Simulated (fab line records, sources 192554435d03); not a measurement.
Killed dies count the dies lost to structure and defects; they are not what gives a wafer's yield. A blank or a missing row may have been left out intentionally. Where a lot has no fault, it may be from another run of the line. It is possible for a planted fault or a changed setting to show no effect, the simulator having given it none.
Which tool was responsible?	flow n5Finfet	Sampling: 24 lots, 72 wafers, 3 of 1938 route steps

== WHAT THE GAUGES READ, wafer by wafer ==
N5_BEOL_M5_CD_MEAS_18: pitch 56 nm, target cd 28 nm.
lot	measured	on	cdNm (nm)
L074	day 8 20:25	cdSem-02	27.91 28.02 28.42
L077	day 9 04:55	cdSem-01	27.71 27.19 27.64
L076	day 9 06:55	cdSem-01	28.03 27.81 27.93
L075	day 9 09:59	cdSem-01	27.90 28.08 27.79
L079	day 9 13:55	cdSem-01	28.17 27.63 27.86
L078	day 9 14:11	cdSem-02	27.33 27.34 28.24
L080	day 10 13:50	cdSem-03	28.03 27.66 27.87
L081	day 10 20:55	cdSem-01	28.10 27.56 27.75
L082	day 11 18:23	cdSem-03	27.98 27.37 28.10
L085	day 11 19:49	cdSem-03	27.90 28.20 28.23
L084	day 12 23:15	cdSem-02	28.60 27.74 27.38
L086	day 13 05:58	cdSem-03	27.73 27.65 27.66
L089	day 13 12:34	cdSem-01	28.16 27.96 28.07
L083	day 13 16:01	cdSem-03	27.93 27.95 27.82
L087	day 13 21:03	cdSem-03	28.39 27.75 27.79
L088	day 14 02:04	cdSem-03	28.03 28.13 28.00
L090	day 14 08:44	cdSem-02	28.25 28.04 27.62
L093	day 14 20:34	cdSem-01	28.06 28.56 28.20
L092	day 14 22:55	cdSem-02	27.80 27.71 27.40
L094	day 15 01:22	cdSem-02	28.00 27.80 27.62
L091	day 15 01:52	cdSem-03	28.38 28.21 28.10
L095	day 15 19:18	cdSem-03	28.63 28.21 28.02
L097	day 15 19:10	cdSem-03	28.17 27.95 28.27
L096	day 16 02:40	cdSem-01	28.21 27.82 28.29

== WHAT TOOL EACH LOT RAN ON (gives the tool, then ch and the chambers of the sampled wafers, and finally the start) ==
lot	N5_BEOL_M4_ANNEAL_87	N5_BEOL_M4_SPUTTER_88
L074	pvdSputter-03, day 8 15:04	pvdSputter-03, day 8 15:13
L077	pvdSputter-03, day 8 22:58	pvdSputter-03, day 8 23:07
L076	pvdSputter-02, day 9 02:06	pvdSputter-02, day 9 02:14
L075	pvdSputter-01, day 9 04:04	pvdSputter-01, day 9 04:13
L079	pvdSputter-01, day 9 06:58	pvdSputter-01, day 9 07:06
L078	pvdSputter-01, day 9 08:48	pvdSputter-01, day 9 08:56
L080	pvdSputter-01, day 10 00:22	pvdSputter-01, day 10 00:30
L081	pvdSputter-03, day 10 14:42	pvdSputter-03, day 10 14:52
L082	pvdSputter-01, day 11 12:32	pvdSputter-01, day 11 12:40
L085	pvdSputter-03, day 11 12:34	pvdSputter-03, day 11 12:42
L084	pvdSputter-02, day 12 16:48	pvdSputter-02, day 12 16:56
L086	pvdSputter-01, day 12 23:55	pvdSputter-01, day 13 00:03
L089	pvdSputter-02, day 13 06:32	pvdSputter-02, day 13 06:40
L083	pvdSputter-01, day 13 09:53	pvdSputter-01, day 13 10:01
L087	pvdSputter-03, day 13 14:49	pvdSputter-03, day 13 14:58
L088	pvdSputter-02, day 13 18:23	pvdSputter-02, day 13 18:32
L090	pvdSputter-01, day 14 02:53	pvdSputter-01, day 14 03:02
L093	pvdSputter-01, day 14 15:50	pvdSputter-01, day 14 15:59
L092	pvdSputter-01, day 14 17:41	pvdSputter-01, day 14 17:49
L094	pvdSputter-02, day 14 20:21	pvdSputter-02, day 14 20:29
L091	pvdSputter-03, day 14 20:33	pvdSputter-03, day 14 20:41
L095	pvdSputter-02, day 15 13:01	pvdSputter-02, day 15 13:10
L097	pvdSputter-01, day 15 13:14	pvdSputter-01, day 15 13:22
L096	pvdSputter-01, day 15 20:05	pvdSputter-01, day 15 20:14
- N5_BEOL_M4_ANNEAL_87: time 240 s.
- N5_BEOL_M4_SPUTTER_88: material Cu, target thk 4.5 nm, time 8.29 s.

== WHAT THE TOOLS THEMSELVES READ (means of the sampled wafers that have a number; where no wafer has one, the mark that the record gives instead) ==
N5_BEOL_M4_ANNEAL_87.
lot	tool	heaterPowerW (W)
L074	pvdSputter-03	824
L077	pvdSputter-03	803
L076	pvdSputter-02	971
L075	pvdSputter-01	907
L079	pvdSputter-01	867
L078	pvdSputter-01	808
L080	pvdSputter-01	850
L081	pvdSputter-03	895
L082	pvdSputter-01	951
L085	pvdSputter-03	876
L084	pvdSputter-02	924
L086	pvdSputter-01	862
L089	pvdSputter-02	944
L083	pvdSputter-01	763
L087	pvdSputter-03	806
L088	pvdSputter-02	967
L090	pvdSputter-01	807
L093	pvdSputter-01	780
L092	pvdSputter-01	783
L094	pvdSputter-02	976
L091	pvdSputter-03	869
L095	pvdSputter-02	961
L097	pvdSputter-01	837
L096	pvdSputter-01	882

N5_BEOL_M4_SPUTTER_88.
lot	tool	throttleValvePct (%)
L074	pvdSputter-03	30.0
L077	pvdSputter-03	31.3
L076	pvdSputter-02	30.0
L075	pvdSputter-01	29.6
L079	pvdSputter-01	29.7
L078	pvdSputter-01	29.2
L080	pvdSputter-01	29.7
L081	pvdSputter-03	31.8
L082	pvdSputter-01	30.1
L085	pvdSputter-03	30.6
L084	pvdSputter-02	30.1
L086	pvdSputter-01	29.1
L089	pvdSputter-02	30.5
L083	pvdSputter-01	28.5
L087	pvdSputter-03	31.2
L088	pvdSputter-02	30.0
L090	pvdSputter-01	29.0
L093	pvdSputter-01	28.4
L092	pvdSputter-01	28.6
L094	pvdSputter-02	29.8
L091	pvdSputter-03	30.9
L095	pvdSputter-02	30.6
L097	pvdSputter-01	29.6
L096	pvdSputter-01	29.8

== THE ANSWER, worked out from the rows above alone ==
Rule: the lots themselves supply what counts as usual. Put in order of their means at a reading, lots are off if they are a third of the lots or fewer, leave a main group of 4 or more, and stand apart from it by a gap of 3 or more times the standard deviation of the main group's means; of several such gaps the widest counts. A main group is skipped when, at the precision printed for the reading in the tables above, its means are all equal. A lot without any number at a reading at which 4 lots or more have one is off too. The other lots that the step has rows for count as sound. Order of review: gauges by route order, followed by the tools' own readings, for which a lot's mean as printed above is used. The first step at which some lot is off is used, and at that step the reading that is off furthest; a lot without a number counts as furthest.
None of the lots is off at any reading shown; this tells nothing.

== WHAT WAS PUT IN BY THE SIMULATOR ==
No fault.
